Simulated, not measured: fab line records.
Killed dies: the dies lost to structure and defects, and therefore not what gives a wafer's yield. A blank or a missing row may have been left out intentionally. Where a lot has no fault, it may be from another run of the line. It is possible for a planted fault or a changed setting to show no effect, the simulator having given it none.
Problem report in the 8D (eight disciplines) form, filled by code :: flow nandHarc :: the parts of the form that need people (team, actions taken, sign-off) are left out

1. THE ISSUE
Wafers without a fault read 198, standard deviation 72; rawDefectCount at NHARC_P_GATE_INSPECT_68 reads a mean of 614 on 2 wafers belonging to 2 lots. That puts it +5.8 standard deviations away from the usual mean.
Earliest sighting: wafer L155.1 on defectInspect-01 at day 10 00:32. Wafers with a number at this step in the record: 36, from 12 lots. Rule for "out", or "out of limits": more than 4 standard deviations from the usual mean. The other wafers with a number count as sound.

2. WHAT THIS IS AND IS NOT
question: which readings at this step
is: rawDefectCount
is not: -

question: which lots
is: L155, L156
is not: L136, L138, L139, L140, L141, L143, L144, L145, L147, L159

question: which wafers of those lots
is: L155.1, L156.6
is not: L155.2, L155.6, L156.1, L156.4

question: read on which gauges
is: defectInspect-01
is not: defectInspect-02

question: when
is: from day 10 00:32
is not: up to then (29 sound wafers); but 5 sound wafers of L156, L159 came after

3. THE SUSPECTS, EACH WITH WHAT RULES IT OUT
Counting: any tool at a process step up to the reading remains a suspect provided it ran every lot that is out. Sound lots after the first of them don't rule it out here, since some wafers of a struck lot are sound.
- ruled out: the gauge at NHARC_P_GATE_INSPECT_68. All the wafers that are out were read on defectInspect-01, but those of them that NHARC_END_SORT_01 has rows for are out there too, on other tools.
- plasmaAsher-01 at NHARC_P_GATE_STRIP_111 (strips in N2/H2, time 250 s): kept. It ran every lot that is out, first L155 (day 9 18:27); its last sound lot up to then is L147 (day 8 01:11).
- Within plasmaAsher-01 at NHARC_P_GATE_STRIP_111, the wafers that are out were processed in chamber 1 and their sound lot-mates in chamber 0.
Left after counting: plasmaAsher-01 at NHARC_P_GATE_STRIP_111.

4. THE CAUSE (what the simulator had put in)
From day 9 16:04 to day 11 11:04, plasmaAsher-01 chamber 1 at NHARC_P_GATE_STRIP_111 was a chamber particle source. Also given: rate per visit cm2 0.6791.
This tool alone remained once counting was done.

5. THE CHAIN OF EFFECTS, in route order
Each row: a reading where the mean over the struck wafers with a number is more than 3 standard deviations away from the usual. Scope: only readings with a usual standard deviation given in the record; hours: median across lots of the time from each lot's start at the first step in this table that gives one to its start at this step; sigmas: change in usual standard deviations.
hours: 0
step: NHARC_P_GATE_INSPECT_68
reading: rawDefectCount
usual: 198
on struck wafers: 614
change: +416
sigmas: +5.8

hours: 328
step: NHARC_END_SORT_01
reading: killedAtPeriphery
usual: 3.6
on struck wafers: 82.5
change: +78.9
sigmas: +27

hours: 328
step: NHARC_END_SORT_01
reading: killedDies
usual: 29
on struck wafers: 98
change: +69
sigmas: +6.9

6. HOW IT WOULD HAVE BEEN CAUGHT EARLIER
Counted from the fault's start at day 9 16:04, it took 8 hours until the first out-of-limits reading at a measuring or inspecting step in this record, taken at day 10 00:32.
An alarm limit of 4 standard deviations would not have fired on the tool readings at NHARC_P_GATE_STRIP_111 for which the record gives a usual standard deviation, since none of them was out on any struck wafer.
Of the lots that are out (2), L156 began NHARC_P_GATE_STRIP_111 on plasmaAsher-01 after day 10 00:32. Putting the tool on hold at that point would have spared it.
